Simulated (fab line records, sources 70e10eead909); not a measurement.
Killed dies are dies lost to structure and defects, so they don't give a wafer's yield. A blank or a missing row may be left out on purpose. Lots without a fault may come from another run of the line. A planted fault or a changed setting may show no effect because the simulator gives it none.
A struck lot beside a sound one | flow nand_harc | 41 steps out of a route of 1302
Sound: wafers L938.1, L938.3, L938.5. Struck: wafers L943.2, L943.5. (L943.6 of the same lot was not struck and is left out.) The cause comes at the end.
At each step with rows: each side's tool, then ch and its chambers, then its first start. Under that, the readings that differ: sound wafers | struck wafers | difference of the means | sigmas: that difference in standard deviations of wafers without a fault.
alike: readings whose means differ by less than 2 such deviations, and words and numbers that are the same on both sides. not compared: withheld readings, readings that some wafer has no value for, bounds like >300 that may hide the same value, and numbers for which the record gives no deviation and whose values overlap.
The two part at a step that has a row with sigmas, a row that says differs or no value, or rows on one side only. Numbers that don't overlap but have no deviation are shown without sigmas and don't part them. A reading that every wafer of one side lacks parts them only if that side has two wafers or more.

NHARC_A_M1_OVL_MEAS_10: pitch 240 nm.
  sound on overlay-02, day 27 21:17; struck on overlay-02, day 29 07:23
  alike: overlay_x_nm, overlay_y_nm
NHARC_A_M1_INSPECT_11:
  sound on defect_inspect-01, day 27 21:19; struck on defect_inspect-02, day 29 07:25
  alike: raw_defect_count
NHARC_A_M1_DESCUM_14: chemistry O2, time 3 s.
  sound on rie_diel-05 ch 0,1, day 27 21:23; struck on rie_diel-11 ch 2, day 29 07:29
  reading               | sound             | struck      | difference | sigmas
  oes_product_au (a.u.) | 0.983 0.990 0.987 | 1.007 1.009 | +0.021     | +2
  alike: drypump_motor_current_A, o2_flow_sccm, rf_vpp_V, showerhead_plenum_p_Torr, throttle_valve_pct
  not compared: rf_hours_counter_h
then, 2 steps without rows for these wafers: NHARC_A_M1_ETCH_35 (etches the open film in N2/H2, target depth 40 nm, overetch 12 nm, time 43.94 s); NHARC_A_M1_ETCH_15 (etches the open film in C4F8/Ar, target depth 182.5 nm, time 91.2 s).
NHARC_A_M1_CD_MEAS_16:
  sound on cd_sem-03, day 27 21:41; struck on cd_sem-01, day 29 07:47
  alike: cd_nm
then, 6 steps without rows for these wafers: NHARC_A_M1_STRIP_18 (strips in N2/H2); NHARC_A_M1_ETCH_28 (etches the open film in CF4/N2, target depth 30 nm, time 72.99 s); NHARC_A_M1_STRIP_19 (strips in post etch residue remover, time 600 s); NHARC_A_M1_DEGAS_29 (time 60 s); NHARC_A_M1_PRE_CLEAN_30 (time 30 s); NHARC_A_M1_PVD_20 (deposits TaN, target thk 5 nm, time 8.06 s).
NHARC_A_M1_PVD_21: deposits Cu, target thk 30 nm, time 20.49 s.
  sound on pvd_sputter-01, day 27 22:37; struck on pvd_sputter-01, day 29 08:43
  alike: throttle_valve_pct
then, 2 steps without rows for these wafers: NHARC_A_M1_ECD_22 (material Cu, target thk 400 nm); NHARC_A_M1_ANNEAL_31 (time 90 s).
NHARC_A_M1_CMP_23: polishes, t overpolish 20 s, target thk 154.34 nm.
  sound on cmp-01 ch 0,3, day 27 23:29; struck on cmp-04 ch 0,3, day 29 09:37
  alike: motor_current_A, time_to_endpoint_s
then, 1 step without rows for these wafers: NHARC_A_M1_SRD_25.
NHARC_A_M1_INSPECT_27:
  sound on defect_inspect-01, day 27 23:57; struck on defect_inspect-01, day 29 10:03
  alike: raw_defect_count
then, 1 step without rows for these wafers: NHARC_A_M1_PRE_CLEAN_32 (time 12 s).
NHARC_A_M1_DEP_33: deposits SiCN, target thk 30 nm.
  sound on pecvd-02 ch 0,1,2, day 28 00:08; struck on pecvd-02 ch 0,2, day 29 10:12
  alike: heater_power_w
then, 1 step without rows for these wafers: NHARC_A_BONDPAD_DEP_00 (deposits SiCN, target thk 250 nm).
NHARC_A_BONDPAD_CMP_29: polishes SiCN, target thk 200 nm.
  the record has rows for the sound wafers here (cmp-03 ch 1,2, day 28 01:04) and none for the struck ones
NHARC_A_BONDPAD_THK_MEAS_30: measures by ellipsometry.
  the record has rows for the sound wafers here (film_metro-02, day 28 01:19) and none for the struck ones
then, 10 steps without rows for these wafers: NHARC_A_BONDPAD_SRD_31; NHARC_A_BONDPAD_DEHYDRATE_01 (time 120 s); NHARC_A_BONDPAD_HMDS_02 (time 30 s); NHARC_A_BONDPAD_COAT_33 (time 65 s); NHARC_A_BONDPAD_COAT_03 (resist thk 600 nm); NHARC_A_BONDPAD_SOFTBAKE_04 (time 70 s); NHARC_A_BONDPAD_EBR_05; NHARC_A_BONDPAD_EXPOSE_06 (exposes mask A BPAD); NHARC_A_BONDPAD_PEB_07 (peb time 80 s); NHARC_A_BONDPAD_DEVELOP_08 (time 50 s).
NHARC_A_BONDPAD_CD_MEAS_09: target cd 500 nm.
  the record has rows for the sound wafers here (cd_sem-01 ch 0, day 28 01:52) and none for the struck ones
NHARC_A_BONDPAD_OVL_MEAS_35:
  the record has rows for the sound wafers here (overlay-01, day 28 01:58) and none for the struck ones
then, 3 steps without rows for these wafers: NHARC_A_BONDPAD_HARDBAKE_10 (time 65 s); NHARC_A_BONDPAD_DESCUM_11 (chemistry O2, time 3 s); NHARC_A_BONDPAD_ETCH_34 (etches the open film in N2/H2, target depth 60 nm, overetch 18 nm, time 65.91 s).
NHARC_A_BONDPAD_ETCH_12: etches the open film in CHF3/O2, target depth 220 nm, time 110 s.
  the record has rows for the sound wafers here (rie_diel-02 ch 1,3) and none for the struck ones
NHARC_A_BONDPAD_CD_MEAS_13:
  the record has rows for the sound wafers here (cd_sem-03, day 28 02:24) and none for the struck ones
NHARC_END_SORT_01:
  sound on prober-01 ch 0, day 29 13:13; struck on prober-01 ch 0, day 30 18:52
  reading                  | sound          | struck                                              | difference                   | sigmas
  hold                     | - - -          | await_dispo/10.2h/release await_dispo/10.2h/release | no value on the sound wafers |
  defect_limited_yield (%) | 94.8 95.3 95.3 | 0 0                                                 | -95                          | -35
  killed_at_array          | 34 29 32       | 673 669                                             | +639                         | +36
  killed_at_other          | 0 2 0          | 1 5                                                 | +2                           | +2
  killed_dies              | 35 32 32       | 677 677                                             | +644                         | +36
  sort_bin_2_pct (%)       | 2.1 1.0 1.6    | 94.8 95.4                                           | +93.5                        | +78
  sort_n_pass              | 642 645 645    | 0 0                                                 | -644                         | -36
  sort_rim_yield_pct (%)   | 93 91 95       | 0 0                                                 | -93                          | -21
  sort_yield_pct (%)       | 94.8 95.3 95.3 | 0 0                                                 | -95                          | -35
  alike: killed_at_periphery, killed_open, killed_short, sort_bin_3_pct, sort_bin_4_pct

WHERE THEY PART
First at NHARC_A_M1_DESCUM_14; last, within this record, at NHARC_END_SORT_01.

WHY: what the simulator had put in
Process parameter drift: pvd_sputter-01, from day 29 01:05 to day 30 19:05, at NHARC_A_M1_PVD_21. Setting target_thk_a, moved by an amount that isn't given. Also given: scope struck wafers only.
